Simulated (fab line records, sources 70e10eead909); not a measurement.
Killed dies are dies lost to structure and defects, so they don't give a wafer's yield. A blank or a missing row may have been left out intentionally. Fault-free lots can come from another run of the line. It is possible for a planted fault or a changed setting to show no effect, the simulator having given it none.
Which tool was responsible? || flow nand harc || 16 wafers from 6 lots sampled at 2 of the route's 1302 steps

## WHAT EACH GAUGE READ, for each wafer
NHARC_A_M1_CD_MEAS_16.
{"lot": "L954", "measured": "day 23 12:44", "on": "cd sem-02", "cd nm (nm)": "118.1 121.2 119.9"}
{"lot": "L958", "measured": "day 24 15:04", "on": "cd sem-01", "cd nm (nm)": "120.8 122.2 119.9"}
{"lot": "L964", "measured": "day 27 09:40", "on": "cd sem-03", "cd nm (nm)": "120.5 120.3 119.6"}
{"lot": "L965", "measured": "day 27 23:18", "on": "cd sem-01", "cd nm (nm)": "120.8 121.2 121.6"}
{"lot": "L971", "measured": "day 31 01:59", "on": "cd sem-03", "cd nm (nm)": "119.8 119.6"}
{"lot": "L974", "measured": "day 31 12:28", "on": "cd sem-03", "cd nm (nm)": "120.7 122.0"}

## EACH LOT AND THE TOOL THAT RAN IT (in order: tool; ch and the chambers of the sampled wafers; start)
{"lot": "L954", "NHARC_A_M1_DESCUM_14": "rie diel-01 ch 0,1,3, day 23 12:26"}
{"lot": "L958", "NHARC_A_M1_DESCUM_14": "rie diel-12 ch 0,2, day 24 14:46"}
{"lot": "L964", "NHARC_A_M1_DESCUM_14": "rie diel-10 ch 1,2, day 27 09:19"}
{"lot": "L965", "NHARC_A_M1_DESCUM_14": "rie diel-10 ch 1,2,3, day 27 22:59"}
{"lot": "L971", "NHARC_A_M1_DESCUM_14": "rie diel-01 ch 0,2, day 31 01:41"}
{"lot": "L974", "NHARC_A_M1_DESCUM_14": "rie diel-12 ch 2,3, day 31 12:04"}
- NHARC_A_M1_DESCUM_14: chemistry O2, time 3 s.

## THE ANSWER, worked out from the rows above alone
Rule: the lots themselves supply what counts as usual. Put in order of their means at a reading, lots are off if they are a third of the lots or fewer, leave a main group of 4 or more, and stand apart from it by a gap of 3 or more times the standard deviation of the main group's means; of several such gaps the widest counts. The tables above print the reading to a certain number of digits; a main group whose means all agree to those digits is not used. A lot without any number at a reading at which 4 lots or more have one is off too. All remaining lots with rows at the step are treated as sound.
Across all readings shown, no lot is off: no conclusion can be drawn from this.

## WHAT HAD BEEN PUT IN BY THE SIMULATOR
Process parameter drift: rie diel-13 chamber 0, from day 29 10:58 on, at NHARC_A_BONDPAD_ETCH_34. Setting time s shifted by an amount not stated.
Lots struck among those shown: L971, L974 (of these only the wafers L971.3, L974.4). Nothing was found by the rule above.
